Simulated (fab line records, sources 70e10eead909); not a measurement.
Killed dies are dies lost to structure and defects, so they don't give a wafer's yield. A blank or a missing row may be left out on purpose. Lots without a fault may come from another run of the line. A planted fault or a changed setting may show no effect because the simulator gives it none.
fab line records | flow nand_harc
record lots=14 wafers=42 last_day=33
route steps=1302 shown A_STAIRCASE@712
lots that met no fault: from a run of the same line without faults
start_h: hours from the record's first day to the start of the lot's first wafer shown | wait_h: hours since the lot's step before | " the same as in the row above | L1.1+2: a row that stands for several wafers | - no value, or no start given | * or withheld: withheld | < > ~ a bound
route shown NAME@n: a module of which the file shows steps, and the number in the route of the first | usual: mean/standard deviation of fault-free wafers | same: alike in all rows | chamber/n: place in a boat | sites: the reading at each site | _std_site: their standard deviation | _edge_site: outer sites' mean less inner sites' | radius_mm: how far each site lies from the wafer's centre | mask NAME#n: copy n | behind: the tool/chamber that last shaped the wafer | hold: why the lot was held/for how many hours/how that ended | device: the transistor (n, p or np) that didn't switch | end of line: the same wafers' tests at the end of the route | a step without rows: its recipe alone | killed: dies lost to structure and defects at the first sort, not the wafer's yield | map: a wafer's dies, x killed, . not, _ none there
set.NAME: the setting as run; set.NAME@STEP: as run at that earlier step | model.NAME: the simulator's own value behind a step, which no gauge read
steps of the route over a sample of lots; a table a step, a row a wafer
services: from which hour (start_h, from the record's first day; less than 0 if before it) a tool's chamber was out of use, for how many hours, and why
## steps
# step NHARC_A_STAIRCASE_TRIM_198
# recipe time_s=211.2 o2_flow_sccm=500 ar_flow_sccm=0 bias_w=0 chemistry=O2
# usual drypump_motor_current_A=5.6/0.46 oes_product_au=1.005/0.014 rf_vpp_V=57.6/0.86 showerhead_plenum_p_Torr=3.49/0.14 throttle_valve_pct=17.035/0.009
# columns lot.wafer tool chamber start_h wait_h drypump_motor_current_A oes_product_au rf_hours_counter_h rf_vpp_V showerhead_plenum_p_Torr throttle_valve_pct
L493.2 rie_diel-04 2 - - 5.1 1.020 1 57.7 3.54 17.034
L493.5 " 3 " " 5.4 1.011 - 56.7 3.35 17.017
L493.6 " 0 " " 6.0 1.005 - 58.3 3.57 17.034
L494.4 rie_diel-04 2 - - 5.2 1.017 4 56.5 3.54 17.043
L494.3 " 3 " " 5.4 1.024 4 57.7 3.35 17.038
L494.1 " 1 " " 5.5 1.010 5 57.7 3.46 17.036
L497.3 rie_diel-04 3 - - 5.3 0.999 13 57.3 3.35 17.042
L497.2 " 1 " " 5.5 1.007 13 57.8 3.46 17.030
L497.6 " 3 " " 5.3 0.997 - 57.8 3.35 17.035
L498.4 rie_diel-04 1 - - 5.5 1.007 20 57.4 3.45 17.040
L498.5 " 0 " " 6.0 0.983 - 56.9 3.56 17.039
L498.6 " 1 " " 5.5 1.013 - 57.8 3.45 17.039
L499.2 rie_diel-13 2 - - 5.7 1.000 18 57.8 3.28 17.026
L499.1 " 3 " " 5.9 1.041 22 57.4 3.47 17.037
L499.6 " 0 " " 4.7 1.006 - 57.5 3.64 17.042
L500.1 rie_diel-12 1 - - 5.4 1.006 48 57.2 3.26 17.036
L500.6 " 2 " " 5.1 0.986 - 57.9 3.56 17.026
L500.4 " 3 " " 6.2 0.987 - 57.7 3.57 17.038
L502.1 rie_diel-13 0 - - 4.7 1.006 31 55.6 3.64 17.043
L502.2 " 1 " " 6.2 0.997 30 56.5 3.37 17.039
L502.6 " 0 " " 4.7 1.019 - 58.9 3.64 17.025
L504.3 rie_diel-12 2 - - 5.1 0.998 12 57.5 3.55 17.036
L504.2 " 1 " " 5.4 1.011 17 58.4 3.80 17.023
L504.5 " 2 " " 5.1 0.995 - 56.7 3.55 17.017
L505.3 rie_diel-13 2 - - 5.7 0.991 38 55.4 3.27 17.045
L505.4 " 3 " " 5.9 1.021 44 57.0 3.46 17.038
L505.5 " 0 " " 4.7 1.010 - 57.7 3.63 17.040
L506.1 rie_diel-04 3 - - 5.4 1.007 53 56.5 3.33 17.043
L506.3 " 0 " " 6.0 1.001 47 56.9 3.54 17.051
L506.4 " 1 " " 5.5 1.004 - 57.4 3.44 17.046
L510.3 rie_diel-12 0 - - 6.2 0.999 37 56.5 3.39 17.034
L510.4 " 3 " " 6.1 1.001 27 58.0 3.56 17.042
L510.6 " 1 " " 5.4 1.012 - 58.0 3.79 17.040
L513.2 rie_diel-04 1 - - 5.5 0.995 7 58.3 3.43 17.030
L513.3 " 3 " " 5.4 1.026 4 56.4 3.32 17.039
L513.4 " 0 " " 6.0 0.973 7 57.0 3.54 17.029
L512.4 rie_diel-12 2 - - 5.1 0.998 37 57.5 3.54 17.011
L512.5 " 0 " " 6.2 0.993 - 57.8 3.38 17.032
L512.6 " 1 " " 5.4 1.009 - 58.8 3.78 17.019
L515.3 rie_diel-13 2 - - 5.7 0.988 22 59.3 3.80 17.040
L515.4 " 0 " " 4.7 1.009 25 59.1 3.61 17.051
L515.5 " 1 " " 6.2 1.000 - 56.4 3.35 17.041
# step NHARC_A_STAIRCASE_ETCH_221
# recipe target_depth_a=1000 time_s=40.5 ion_energy_ev=400 c4f8_flow_sccm=20 o2_flow_sccm=10 ar_flow_sccm=withheld rf_w=600 bias_w=1000 chemistry=C4F8/O2
# usual oes_product_au=0.948/0.018 rf_vpp_V=895/5 run_length_s=61.8/0.38
# columns lot.wafer tool chamber start_h wait_h oes_product_au rf_hours_counter_h rf_vpp_V run_length_s
L493.2 rie_diel-13 3 370.56 - 0.995 4 894 61.7
L493.5 " 3 " " 0.986 - 894 61.6
L493.6 " 0 " " 0.955 - 900 61.9
L494.4 rie_diel-04 3 384.36 - 0.953 5 890 61.7
L494.3 " 0 " " 0.924 6 896 61.8
L494.1 " 2 " " 0.959 4 897 61.7
L497.2 rie_diel-12 1 405.95 - 0.931 38 886 62.4
L497.3 " 2 " " 0.901 40 897 61.9
L497.6 " 0 " " 0.927 - 891 61.1
L499.2 rie_diel-13 1 421.99 - 0.949 23 890 61.4
L499.1 " 3 " " 1.009 23 894 61.5
L499.6 " 1 " " 0.950 - 890 61.6
L498.4 rie_diel-04 1 422.07 - 0.942 21 893 61.1
L498.6 " 3 " " 0.965 - 890 62.3
L498.5 " 0 " " 0.941 - 898 61.8
L500.1 rie_diel-12 3 442.11 - 0.925 50 898 61.5
L500.4 " 1 " " 0.941 - 886 62.1
L500.6 " 2 " " 0.916 - 897 61.6
L502.2 rie_diel-13 0 470.78 - 0.954 32 901 61.9
L502.1 " 2 " " 0.926 27 887 61.7
L502.6 " 3 " " 0.963 - 895 61.8
L504.2 rie_diel-04 2 493.75 - 0.948 46 896 61.8
L504.3 " 0 " " 0.920 43 896 73.6
L504.5 " 2 " " 0.946 - 895 61.8
L505.3 rie_diel-13 3 509.00 - 0.993 44 892 62.0
L505.4 " 1 " " 0.942 43 889 61.5
L505.5 " 0 " " 0.970 - 899 62.1
L506.4 rie_diel-04 2 514.01 - 0.991 49 895 61.8
L506.3 " 0 " " 0.938 48 896 73.2
L506.1 " 1 " " 0.954 47 893 61.1
L510.4 rie_diel-13 1 545.97 - 0.965 7 890 61.4
L510.3 " 2 " " 0.931 7 904 62.0
L510.6 " 1 " " 0.965 - 890 61.7
L513.2 rie_diel-12 2 564.94 - 0.975 37 898 61.7
L513.3 " 3 " " 0.976 34 897 62.2
L513.4 " 0 " " 0.933 45 889 61.7
L512.4 rie_diel-13 3 565.29 - 0.953 12 894 61.7
L512.5 " 0 " " 0.978 - 898 61.9
L512.6 " 1 " " 0.958 - 889 61.8
L515.4 rie_diel-12 3 600.23 - 0.958 46 897 61.8
L515.3 " 1 " " 0.972 56 905 62.2
L515.5 " 2 " " 0.951 - 896 62.3
# step NHARC_A_STAIRCASE_TRIM_222
# recipe time_s=211.2 o2_flow_sccm=500 ar_flow_sccm=0 bias_w=0 chemistry=O2
# usual drypump_motor_current_A=5.6/0.47 oes_product_au=1.004/0.014 rf_vpp_V=57.7/0.9 showerhead_plenum_p_Torr=3.49/0.14 throttle_valve_pct=17.037/0.009
# columns lot.wafer tool chamber start_h wait_h drypump_motor_current_A oes_product_au rf_hours_counter_h rf_vpp_V showerhead_plenum_p_Torr throttle_valve_pct
L493.2 rie_diel-13 0 - - 4.7 1.024 7 58.1 3.65 17.033
L493.5 " 1 " " 6.2 1.009 - 57.4 3.39 17.049
L493.6 " 2 " " 5.7 1.010 - 56.8 3.29 17.042
L494.3 rie_diel-04 1 - - 5.5 1.009 6 56.5 3.46 17.025
L494.4 " 3 " " 5.3 1.014 5 58.0 3.35 17.045
L494.1 " 0 " " 6.0 0.997 6 57.3 3.57 17.030
L497.2 rie_diel-12 2 - - 5.1 0.973 40 58.0 3.56 17.045
L497.3 " 3 " " 6.1 0.981 42 57.6 3.58 17.041
L497.6 " 2 " " 5.1 0.980 - 57.5 3.56 17.040
L499.1 rie_diel-13 2 - - 5.7 1.003 18 56.5 3.28 17.042
L499.2 " 3 " " 5.9 1.032 23 58.4 3.47 17.026
L499.6 " 1 " " 6.2 1.006 - 58.0 3.38 17.030
L498.4 rie_diel-04 2 - - 5.2 1.027 23 57.0 3.53 17.051
L498.6 " 2 " " 5.2 1.026 - 58.0 3.53 17.047
L498.5 " 3 " " 5.4 1.003 - 57.6 3.34 17.025
L500.1 rie_diel-12 2 - - 5.1 0.989 50 58.2 3.56 17.028
L500.6 " 2 " " 5.1 0.988 - 58.2 3.56 17.023
L500.4 " 1 " " 5.4 1.006 - 58.1 3.26 17.032
L502.2 rie_diel-13 2 - - 5.7 1.003 27 57.6 3.28 17.030
L502.1 " 3 " " 5.9 1.031 33 57.8 3.46 17.037
L502.6 " 2 " " 5.7 0.985 - 57.3 3.28 17.037
L504.3 rie_diel-04 2 - - 5.2 1.017 46 57.7 3.52 17.032
L504.2 " 0 " " 6.0 0.998 43 59.1 3.55 17.039
L504.5 " 2 " " 5.1 1.021 - 57.1 3.52 17.039
L505.4 rie_diel-13 2 - - 5.7 1.003 39 58.7 3.27 17.032
L505.3 " 3 " " 5.9 1.031 44 58.5 3.45 17.045
L505.5 " 1 " " 6.3 1.015 - 56.3 3.37 17.025
L506.4 rie_diel-04 3 - - 5.3 0.998 54 56.3 3.33 17.036
L506.3 " 0 " " 6.0 1.000 48 57.4 3.54 17.040
L506.1 " 1 " " 5.6 1.013 47 57.5 3.44 17.018
L510.3 rie_diel-13 3 - - 5.9 1.013 6 56.0 3.45 17.041
L510.4 " 1 " " 6.2 1.033 7 57.8 3.36 17.034
L510.6 " 0 " " 4.7 1.028 - 58.2 3.62 17.036
L513.3 rie_diel-12 0 - - 6.2 0.978 45 55.8 3.38 17.036
L513.2 " 1 " " 5.4 1.001 45 58.0 3.78 17.038
L513.4 " 2 " " 5.1 1.001 37 58.6 3.53 17.021
L512.4 rie_diel-13 1 - - 6.2 1.003 13 57.1 3.36 17.038
L512.5 " 2 " " 5.7 0.992 - 58.8 3.80 17.049
L512.6 " 3 " " 5.9 1.011 - 56.6 3.44 17.044
L515.3 rie_diel-12 2 - - 5.1 1.003 49 57.3 3.53 17.041
L515.4 " 3 " " 6.1 1.013 46 57.5 3.55 17.037
L515.5 " 3 " " 6.1 1.007 - 58.0 3.55 17.008
# step NHARC_A_STAIRCASE_TRIM_226
# recipe time_s=211.2 o2_flow_sccm=500 ar_flow_sccm=0 bias_w=0 chemistry=O2
# usual drypump_motor_current_A=5.7/0.48 oes_product_au=1.005/0.016 rf_vpp_V=57.8/0.93 showerhead_plenum_p_Torr=3.49/0.13 throttle_valve_pct=17.037/0.0094
# columns lot.wafer tool chamber start_h wait_h drypump_motor_current_A oes_product_au rf_hours_counter_h rf_vpp_V showerhead_plenum_p_Torr throttle_valve_pct
L493.2 rie_diel-13 3 - - 5.9 1.043 4 57.1 3.48 17.032
L493.5 " 1 " " 6.2 1.007 - 58.5 3.38 17.048
L493.6 " 2 " " 5.7 1.006 - 55.4 3.29 17.040
L494.1 rie_diel-04 2 - - 5.2 1.018 5 56.8 3.54 17.042
L494.3 " 3 " " 5.4 1.033 5 58.1 3.35 17.056
L494.4 " 0 " " 6.0 1.003 6 57.7 3.57 17.036
L497.3 rie_diel-12 0 - - 6.2 0.997 42 59.4 3.41 17.047
L497.2 " 1 " " 5.4 1.005 40 58.7 3.27 17.043
L497.6 " 2 " " 5.1 0.975 - 58.9 3.56 17.034
L499.2 rie_diel-13 1 - - 6.2 1.003 23 57.6 3.38 17.024
L499.1 " 2 " " 5.7 0.996 19 58.5 3.28 17.047
L499.6 " 0 " " 4.7 1.013 - 58.6 3.64 17.026
L498.4 rie_diel-04 1 - - 5.5 1.002 21 57.5 3.45 17.030
L498.6 " 2 " " 5.2 1.031 - 57.7 3.53 17.034
L498.5 " 3 " " 5.4 0.996 - 57.3 3.34 17.038
L500.4 rie_diel-12 1 - - 5.4 1.014 49 57.5 3.26 17.031
L500.1 " 2 " " 5.1 0.995 50 58.8 3.56 17.051
L500.6 " 3 " " 6.2 0.995 - 58.1 3.57 17.029
L502.2 rie_diel-13 2 - - 5.7 0.994 28 58.3 3.27 17.045
L502.1 " 0 " " 4.7 1.018 33 57.9 3.64 17.044
L502.6 " 1 " " 6.2 0.995 - 57.7 3.37 17.031
L504.2 rie_diel-04 1 - - 5.5 1.009 42 56.7 3.44 17.033
L504.3 " 2 " " 5.1 1.025 46 56.3 3.52 17.026
L504.5 " 3 " " 5.4 1.013 - 57.3 3.33 17.033
L505.3 rie_diel-13 3 - - 5.9 1.039 45 57.4 3.45 17.028
L505.4 " 2 " " 5.7 0.996 39 58.0 3.27 17.018
L505.5 " 0 " " 4.7 1.020 - 59.3 3.63 17.045
L506.1 rie_diel-04 1 - - 5.5 0.999 47 58.9 3.44 17.039
L506.4 " 3 " " 5.4 1.004 54 57.9 3.33 17.043
L506.3 " 0 " " 6.0 0.995 48 56.7 3.54 17.043
L510.4 rie_diel-13 0 - - 4.7 1.018 6 58.4 3.62 17.022
L510.3 " 1 " " 6.2 1.013 8 56.9 3.36 17.025
L510.6 " 2 " " 5.7 0.982 - 59.6 3.80 17.028
L513.2 rie_diel-12 3 - - 6.1 1.004 35 59.0 3.55 17.021
L513.4 " 0 " " 6.2 0.985 45 56.6 3.38 17.027
L513.3 " 2 " " 5.1 1.008 37 58.0 3.53 17.042
L512.4 rie_diel-13 2 - - 5.7 0.988 13 57.1 3.80 17.030
L512.5 " 3 " " 5.9 1.006 - 56.7 3.44 17.040
L512.6 " 0 " " 4.7 1.028 - 59.1 3.62 17.039
L515.4 rie_diel-12 3 - - 6.2 1.000 46 58.4 3.55 17.052
L515.3 " 1 " " 5.4 1.012 56 58.0 3.78 17.040
L515.5 " 3 " " 6.1 1.005 - 58.8 3.55 17.039
## services
# columns tool chamber start_h hours kind
rie_diel-13 3 346.94 12.7 repair
rie_diel-13 0 351.81 - clean
rie_diel-13 1 351.81 - clean
rie_diel-13 2 351.81 - clean
rie_diel-13 2 351.81 - consumable_replace:focus_ring
rie_diel-04 - 356.30 9.0 pm
rie_diel-13 0 376.94 - clean
rie_diel-13 1 376.94 - clean
rie_diel-13 2 376.94 - clean
rie_diel-13 3 376.94 - clean
rie_diel-13 2 377.69 21.4 repair
rie_diel-13 0 401.45 - clean
rie_diel-13 1 401.45 - clean
rie_diel-13 2 401.45 - clean
rie_diel-12 0 438.34 3.9 repair
rie_diel-12 - 445.51 9.0 pm
rie_diel-04 2 466.57 3.3 repair
rie_diel-04 - 472.03 0.6 repair
rie_diel-13 0 483.34 1.6 repair
rie_diel-04 2 503.56 10.2 repair
rie_diel-12 3 503.65 6.6 repair
rie_diel-13 - 520.07 9.0 pm
rie_diel-04 - 533.30 9.0 pm
rie_diel-13 0 599.91 4.3 repair
## key
first_sign step=NHARC_A_STAIRCASE_ETCH_221 reading=run_length_s direction=up sigmas=31 usual=* struck=*
effect none on later readings
met_at NHARC_A_STAIRCASE_ETCH_221
struck_lots L504,L506
struck_wafers L504.3,L506.3
later_rows_left_out L504.3,L506.3
sort_left_out L504.3,L506.3
tester_left_out L504,L506
not_acting_at NHARC_A_STAIRCASE_TRIM_198,NHARC_A_STAIRCASE_TRIM_222,NHARC_A_STAIRCASE_TRIM_226
onset_between 422.07 493.75
fault kind=process_parameter_drift tool=rie_diel-04 chamber=0 onset_h=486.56 steps=NHARC_A_STAIRCASE_ETCH_221 channel=time_s offset=* shape=step end_h=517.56 acts_in=* stated=*
# tester_left_out: of these lots the tester's yield and bins aren't shown, on N5 and GAA mostly nor the transistor test; their killed dies are dies lost to structure and defects alone, not to doping, threshold or leakage, so they don't give the yield
# sort_left_out: the simulated sort isn't trusted on such a fault, so these wafers' sort isn't shown, and their yield isn't known
# later_rows_left_out: the simulator's readings of these wafers behind a module that went badly wrong aren't trusted and aren't shown, but for the sort
